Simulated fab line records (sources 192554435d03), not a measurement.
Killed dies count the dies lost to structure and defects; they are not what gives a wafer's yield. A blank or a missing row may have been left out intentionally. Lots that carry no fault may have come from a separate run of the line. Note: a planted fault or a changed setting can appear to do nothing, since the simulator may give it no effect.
Which tool is to blame? / flow n5_finfet / 36 wafers sampled from 12 lots at 1 step of a route of 1938

## WHAT THE GAUGES SHOWED, per wafer
N5_BEOL_M8_RS_MEAS_57: measurement is done with a four-point probe.
lot=L075; measured=day 10 08:58; on=film_metro-01; M8_RS (ohm/sq)=0.287 0.290 0.287
lot=L077; measured=day 10 19:02; on=film_metro-01; M8_RS (ohm/sq)=0.279 0.287 0.282
lot=L079; measured=day 11 15:26; on=film_metro-01; M8_RS (ohm/sq)=0.275 0.280 0.284
lot=L082; measured=day 11 22:31; on=film_metro-02; M8_RS (ohm/sq)=0.288 0.287 0.282
lot=L081; measured=day 12 04:17; on=film_metro-02; M8_RS (ohm/sq)=0.270 0.288 0.272
lot=L084; measured=day 12 18:04; on=film_metro-02; M8_RS (ohm/sq)=0.279 0.282 0.272
lot=L088; measured=day 12 23:36; on=film_metro-01; M8_RS (ohm/sq)=0.269 0.282 0.277
lot=L089; measured=day 13 14:46; on=film_metro-02; M8_RS (ohm/sq)=0.278 0.277 0.267
lot=L093; measured=day 14 09:27; on=film_metro-01; M8_RS (ohm/sq)=0.284 0.281 0.279
lot=L092; measured=day 14 20:03; on=film_metro-01; M8_RS (ohm/sq)=0.281 0.294 0.295
lot=L095; measured=day 16 02:52; on=film_metro-02; M8_RS (ohm/sq)=0.285 0.282 0.290
lot=L096; measured=day 16 05:19; on=film_metro-02; M8_RS (ohm/sq)=0.276 0.280 0.280

## WHICH TOOL RAN EACH LOT (tool, then ch and the chambers of the sampled wafers, then the start)
Record: no process step prior to these readings.

## THE ANSWER, worked out from the rows above alone
Rule: the usual values come from the lots themselves. The widest of any qualifying gaps counts: lots, ordered by their means at a reading, are off when they make up no more than a third of the lots, leave a main group of 4 or more, and stand apart from it by 3 or more times the standard deviation of that group's means. A main group is skipped when, at the precision printed for the reading in the tables above, its means are all equal. Also off: a lot with no number at a reading for which 4 or more lots have one. The other lots that the step has rows for count as sound.
None of the lots is off at any reading shown; this tells nothing.

## WHAT THE SIMULATOR PUT IN
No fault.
